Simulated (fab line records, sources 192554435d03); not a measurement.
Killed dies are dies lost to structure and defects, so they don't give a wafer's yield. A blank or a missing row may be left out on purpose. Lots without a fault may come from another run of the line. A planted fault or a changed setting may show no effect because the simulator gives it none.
Which tool did it? | flow n5_finfet | 11 lots, 33 wafers sampled, at 5 steps of a route of 1938

WHAT THE GAUGES READ, wafer by wafer
N5_BEOL_M11_THK_MEAS_01.
lot  | measured     | on            | M11_ILD_THK (nm)
L693 | day 11 05:53 | film_metro-01 | 266.7 266.8 273.4
L696 | day 12 20:22 | film_metro-02 | 266.7 273.6 269.3
L702 | day 16 10:32 | film_metro-01 | 262.8 264.2 265.9
L703 | day 16 17:29 | film_metro-02 | 267.5 271.2 269.1
L704 | day 16 23:53 | film_metro-02 | 263.7 264.0 271.5
L714 | day 18 22:44 | film_metro-01 | 267.9 269.4 266.6
L710 | day 19 03:26 | film_metro-01 | 267.6 267.0 265.3
L711 | day 19 12:53 | film_metro-02 | 264.0 264.5 267.1
L713 | day 19 21:59 | film_metro-02 | 267.2 268.2 272.3
L712 | day 20 09:34 | film_metro-01 | 264.8 265.5 268.1
L701 | day 20 09:20 | film_metro-02 | 267.5 265.3 274.6

WHICH TOOL RAN EACH LOT (tool, then ch and the chambers of the sampled wafers, then the start)
lot  | N5_BEOL_M10_PECVD_70            | N5_BEOL_M10_PRE_CLEAN_45     | N5_BEOL_M10_SPUTTER_48       | N5_BEOL_M10_CMP_52
L693 | pecvd-04 ch 0,1,2, day 10 19:14 | pvd_sputter-02, day 11 03:41 | pvd_sputter-02, day 11 04:16 | cmp-04 ch 0,1,3, day 11 04:48
L696 | pecvd-03 ch 0,2, day 12 13:10   | pvd_sputter-01, day 12 17:26 | pvd_sputter-02, day 12 18:14 | cmp-04 ch 0,3, day 12 18:46
L702 | pecvd-01 ch 0,2, day 16 03:29   | pvd_sputter-03, day 16 08:09 | pvd_sputter-02, day 16 08:45 | cmp-04 ch 0,2,3, day 16 09:27
L703 | pecvd-01 ch 0,1,2, day 16 06:27 | pvd_sputter-01, day 16 13:15 | pvd_sputter-01, day 16 15:42 | cmp-03 ch 0,1, day 16 16:26
L704 | pecvd-04 ch 0,1, day 16 15:39   | pvd_sputter-03, day 16 21:46 | pvd_sputter-03, day 16 22:17 | cmp-03 ch 1,2,3, day 16 22:50
L714 | pecvd-04 ch 0,1,2, day 18 14:43 | pvd_sputter-02, day 18 20:18 | pvd_sputter-02, day 18 20:58 | cmp-04 ch 0,1, day 18 21:39
L710 | pecvd-01 ch 0,1,2, day 18 18:52 | pvd_sputter-01, day 19 01:10 | pvd_sputter-01, day 19 01:49 | cmp-03 ch 1,2,3, day 19 02:21
L711 | pecvd-03 ch 0,2, day 19 05:07   | pvd_sputter-03, day 19 09:42 | pvd_sputter-02, day 19 10:14 | cmp-03 ch 0,1,2, day 19 11:07
L713 | pecvd-01 ch 1,2, day 19 11:01   | pvd_sputter-03, day 19 19:42 | pvd_sputter-03, day 19 20:22 | cmp-04 ch 2,3, day 19 20:56
L712 | pecvd-01 ch 1,2, day 19 18:40   | pvd_sputter-03, day 20 06:36 | pvd_sputter-03, day 20 07:28 | cmp-04 ch 0,3, day 20 08:00
L701 | pecvd-03 ch 0,2, day 19 22:37   | pvd_sputter-03, day 20 06:50 | pvd_sputter-03, day 20 07:37 | cmp-03 ch 2,3, day 20 08:16
- N5_BEOL_M10_PECVD_70: deposits SiO2 from TEOS/O2, target thk 20 nm, time 22.7 s.
- N5_BEOL_M10_PRE_CLEAN_45: time 30 s.
- N5_BEOL_M10_SPUTTER_48: material Cu, target thk 12 nm, time 2 s.
- N5_BEOL_M10_CMP_52: polishes, stops on SiCOH lowk, t overpolish 7 s, target thk 140 nm.

WHAT THE TOOLS THEMSELVES READ (means of the sampled wafers that have a number; where no wafer has one, the mark that the record gives instead)
N5_BEOL_M10_PECVD_70.
lot  | tool     | heater_power_w (W) | showerhead_plenum_p_Torr (Torr) | throttle_valve_pct (%)
L693 | pecvd-04 | 610                | 8.75                            | 22.2
L696 | pecvd-03 | 621                | 8.75                            | 21.7
L702 | pecvd-01 | 740                | 8.78                            | 22.2
L703 | pecvd-01 | 747                | 8.79                            | 22.7
L704 | pecvd-04 | 660                | 8.76                            | 22.4
L714 | pecvd-04 | 621                | 8.76                            | 22.4
L710 | pecvd-01 | 713                | 8.80                            | 22.5
L711 | pecvd-03 | 686                | 8.76                            | 21.8
L713 | pecvd-01 | 736                | 8.82                            | 21.6
L712 | pecvd-01 | 743                | 8.82                            | 21.6
L701 | pecvd-03 | 670                | 8.76                            | 22.7

N5_BEOL_M10_PRE_CLEAN_45.
lot  | tool           | heater_power_w (W)
L693 | pvd_sputter-02 | 337
L696 | pvd_sputter-01 | 302
L702 | pvd_sputter-03 | 321
L703 | pvd_sputter-01 | 316
L704 | pvd_sputter-03 | 340
L714 | pvd_sputter-02 | 330
L710 | pvd_sputter-01 | 303
L711 | pvd_sputter-03 | 341
L713 | pvd_sputter-03 | 309
L712 | pvd_sputter-03 | 350
L701 | pvd_sputter-03 | 347

N5_BEOL_M10_SPUTTER_48.
lot  | tool           | throttle_valve_pct (%)
L693 | pvd_sputter-02 | 30.2
L696 | pvd_sputter-02 | 28.7
L702 | pvd_sputter-02 | 29.5
L703 | pvd_sputter-01 | 29.4
L704 | pvd_sputter-03 | 29.4
L714 | pvd_sputter-02 | 29.9
L710 | pvd_sputter-01 | 30.1
L711 | pvd_sputter-02 | 30.5
L713 | pvd_sputter-03 | 28.7
L712 | pvd_sputter-03 | 29.3
L701 | pvd_sputter-03 | 28.7

N5_BEOL_M10_CMP_52.
lot  | tool   | barrier_field_endpoint_s (s) | motor_current_A (A)
L693 | cmp-04 | 29.4                         | 6.3
L696 | cmp-04 | 28.7                         | 6.2
L702 | cmp-04 | 32.2                         | 6.4
L703 | cmp-03 | 31.9                         | 6.0
L704 | cmp-03 | 29.3                         | 6.1
L714 | cmp-04 | 29.2                         | 6.1
L710 | cmp-03 | 29.1                         | 6.2
L711 | cmp-03 | 30.0                         | 5.8
L713 | cmp-04 | 28.9                         | 6.2
L712 | cmp-04 | 29.0                         | 5.9
L701 | cmp-03 | 28.6                         | 5.9

THE ANSWER, worked out from the rows above alone
Rule: what is usual is taken from the lots themselves. Put in order of their means at a reading, lots are off if they are a third of the lots or fewer, leave a main group of 4 or more, and stand apart from it by a gap of 3 or more times the standard deviation of the main group's means; of several such gaps the widest counts. A main group whose means are all the same, to the digits that the tables above print for the reading, isn't used. A lot without any number at a reading at which 4 lots or more have one is off too. The other lots that the step has rows for count as sound. The gauges are gone through in route order, then the tools' own readings, and for those a lot's mean is taken as printed above. The first step at which some lot is off is used, and at that step the reading that is off furthest; a lot without a number counts as furthest.
Off: L702, L703, at N5_BEOL_M10_CMP_52 (barrier_field_endpoint_s). The main group: mean 29.1 s, standard deviation 0.39.
A tool fits if, at that step or a process step before it, it ran every lot that is off, and no sound lot after the first of them. None of those tried fits.

WHAT THE SIMULATOR HAD PUT IN
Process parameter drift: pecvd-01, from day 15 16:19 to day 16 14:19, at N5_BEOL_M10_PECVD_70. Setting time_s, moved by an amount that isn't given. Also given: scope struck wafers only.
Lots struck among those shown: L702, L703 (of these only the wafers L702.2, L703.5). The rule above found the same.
